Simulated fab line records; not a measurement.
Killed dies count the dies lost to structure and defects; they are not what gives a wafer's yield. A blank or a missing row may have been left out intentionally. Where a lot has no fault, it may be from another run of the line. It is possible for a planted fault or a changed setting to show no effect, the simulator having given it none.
Chamber matching + flow nand harc + NHARC_A_CHANNEL_FILL_D2_ALD_16 on ald hk-03 has 4 sister chambers
The step deposits SiO2, target thk 1.5 nm, pulse time 10 s, ald cycles 15. 16 wafers are shown with their chamber, then 8 later ones without.

WAFERS, EACH WITH ITS CHAMBER
| wafer  | chamber | heater power w (W) | precursor pulse height rel |
|--------|---------|--------------------|----------------------------|
| L074.1 | 3       | 480                | 1.027                      |
| L074.2 | 2       | 420                | 1.014                      |
| L074.5 | 1       | 333                | 1.018                      |
| L077.1 | 1       | 338                | 0.974                      |
| L077.2 | 2       | 411                | 0.995                      |
| L077.6 | 0       | 420                | 0.989                      |
| L080.1 | 0       | 422                | 1.038                      |
| L080.2 | 2       | 411                | 0.981                      |
| L080.3 | 3       | 476                | 0.994                      |
| L084.4 | 1       | 352                | 1.021                      |
| L084.5 | 1       | 356                | 0.988                      |
| L084.6 | 0       | 432                | 0.996                      |
| L087.1 | 2       | 415                | 1.036                      |
| L087.4 | 0       | 435                | 0.991                      |
| L087.6 | 2       | 419                | 0.999                      |
| L089.2 | 1       | 344                | 1.005                      |

SIGNATURES (means of the wafers above)
| reading                    | chamber 0 | chamber 1 | chamber 2 | chamber 3 | scatter within a chamber |
|----------------------------|-----------|-----------|-----------|-----------|--------------------------|
| heater power w             | 427.25    | 344.60    | 415.20    | 478.00    | 7.11                     |
| precursor pulse height rel | 1.00350   | 1.00120   | 1.00500   | 1.01050   | 0.0214                   |
Rule: for each reading, subtract the chamber's mean from the wafer's reading, divide by that reading's scatter and square the result; add these up over the readings and take the root, which gives the wafer's distance from the chamber. If the next closest chamber is less than 2 further off than the closest, the wafer can't be placed; otherwise it belongs to the closest. The scatter: the root of (the sum of the squares of (reading less its chamber's mean) over the shown wafers, divided by (wafers less chambers)).

WAFERS WITHOUT THEIR CHAMBER
| wafer  | heater power w (W) | precursor pulse height rel |
|--------|--------------------|----------------------------|
| L089.5 | 457                | 1.010                      |
| L089.6 | 430                | 1.004                      |
| L092.1 | 351                | 1.042                      |
| L092.4 | 431                | 0.981                      |
| L092.5 | 338                | 1.009                      |
| L096.2 | 437                | 0.992                      |
| L096.3 | 443                | 1.027                      |
| L096.6 | 450                | 0.985                      |

WHICH CHAMBER EACH ONE RAN IN
| wafer  | from the rows above          | in truth |
|--------|------------------------------|----------|
| L089.5 | can't be placed: 3 or 0      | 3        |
| L089.6 | can't be placed: 0 or 2      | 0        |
| L092.1 | 1                            | 1        |
| L092.4 | can't be placed: 0 or 2      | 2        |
| L092.5 | 1                            | 1        |
| L096.2 | can't be placed: 0 or 2      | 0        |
| L096.3 | can't be placed: 0 or 2      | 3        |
| L096.6 | can't be placed: 0 or 3 or 2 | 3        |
Correct placement for 2 of the 8. Cannot be placed on the basis of these rows: 6; the candidates contain the true chamber in 5. Placed wrongly: 0.
